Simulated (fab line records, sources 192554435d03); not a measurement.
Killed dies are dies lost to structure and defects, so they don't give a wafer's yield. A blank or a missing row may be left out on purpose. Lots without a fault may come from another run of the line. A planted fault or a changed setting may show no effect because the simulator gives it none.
A struck lot beside a sound one | flow n5_finfet | 13 steps out of a route of 1938
Sound: wafers L524.1, L524.3, L524.4. Struck: wafers L515.1, L515.4, L515.6. The cause comes at the end.
At each step with rows: each side's tool, then ch and its chambers, then its first start. Under that, the readings that differ: sound wafers | struck wafers | difference of the means | sigmas: that difference in standard deviations of wafers without a fault.
alike: readings whose means differ by less than 2 such deviations, and words and numbers that are the same on both sides. not compared: withheld readings, readings that some wafer has no value for, bounds like >300 that may hide the same value, and numbers for which the record gives no deviation and whose values overlap.
The two part at a step that has a row with sigmas, a row that says differs or no value, or rows on one side only. Numbers that don't overlap but have no deviation are shown without sigmas and don't part them. A reading that every wafer of one side lacks parts them only if that side has two wafers or more.

N5_BEOL_M13_THK_MEAS_50: measures by xrf.
  sound on film_metro-02, day 14 01:31; struck on film_metro-02, day 11 21:01
  reading      | sound       | struck      | difference | sigmas
  M13_THK (nm) | 406 408 410 | 430 427 424 | +19        | +3
then, 1 step without rows for these wafers: N5_BEOL_M13_PRE_CLEAN_52 (time 15 s).
N5_BEOL_M13_DEP_53: deposits SiCN from 3MS/NH3, target thk 50 nm, time 17.8 s.
  sound on pecvd-03 ch 1,2, day 14 01:34; struck on pecvd-04 ch 0,1, day 11 21:05
  alike: chamber_pressure_Torr, showerhead_plenum_p_Torr, throttle_valve_pct
  not compared: since_wet_clean_h
N5_BEOL_M13_RS_MEAS_54: measures by four-point-probe.
  sound on film_metro-02, day 14 01:38; struck on film_metro-02, day 11 21:08
  reading         | sound                | struck               | difference | sigmas
  M13_RS (ohm/sq) | 0.0461 0.0460 0.0461 | 0.0442 0.0442 0.0448 | -0.0017    | -3
N5_BEOL_M14_ILD_DEP_00: deposits SiO2 from TEOS/O2, target thk 1119.3 nm, time 237.4 s.
  sound on pecvd-04 ch 1,2, day 14 01:42; struck on pecvd-02 ch 0,1,2, day 11 21:13
  alike: chamber_pressure_Torr, heater_power_w, showerhead_plenum_p_Torr, throttle_valve_pct
  not compared: since_wet_clean_h
N5_BEOL_M14_THK_MEAS_01:
  sound on film_metro-02, day 14 01:53; struck on film_metro-02, day 11 21:23
  alike: M14_ILD_THK
then, 5 steps without rows for these wafers: N5_BEOL_M14_COAT_58 (time 60 s, resist thk 89 nm); N5_BEOL_M14_COAT_04 (resist thk 800 nm); N5_BEOL_M14_EBR_06; N5_BEOL_M14_SOFTBAKE_05 (time 60 s); N5_BEOL_M14_EXPOSE_07 (exposes mask V13).
N5_BEOL_M14_PEB_08: peb time 90 s.
  sound on litho_track-01 ch 0, day 14 02:13; struck on litho_track-03, day 11 21:35
  no value came back on the struck wafers for chill_plate_temp_C (C), exhaust_pa (Pa); on the sound wafers chill_plate_temp_C (C) reads 23.15 23.06 22.91
then, 1 step without rows for these wafers: N5_BEOL_M14_DEVELOP_09 (develop time 45 s).

WHERE THEY PART
First at N5_BEOL_M13_THK_MEAS_50; last, within this record, at N5_BEOL_M14_PEB_08.

WHY: what the simulator had put in
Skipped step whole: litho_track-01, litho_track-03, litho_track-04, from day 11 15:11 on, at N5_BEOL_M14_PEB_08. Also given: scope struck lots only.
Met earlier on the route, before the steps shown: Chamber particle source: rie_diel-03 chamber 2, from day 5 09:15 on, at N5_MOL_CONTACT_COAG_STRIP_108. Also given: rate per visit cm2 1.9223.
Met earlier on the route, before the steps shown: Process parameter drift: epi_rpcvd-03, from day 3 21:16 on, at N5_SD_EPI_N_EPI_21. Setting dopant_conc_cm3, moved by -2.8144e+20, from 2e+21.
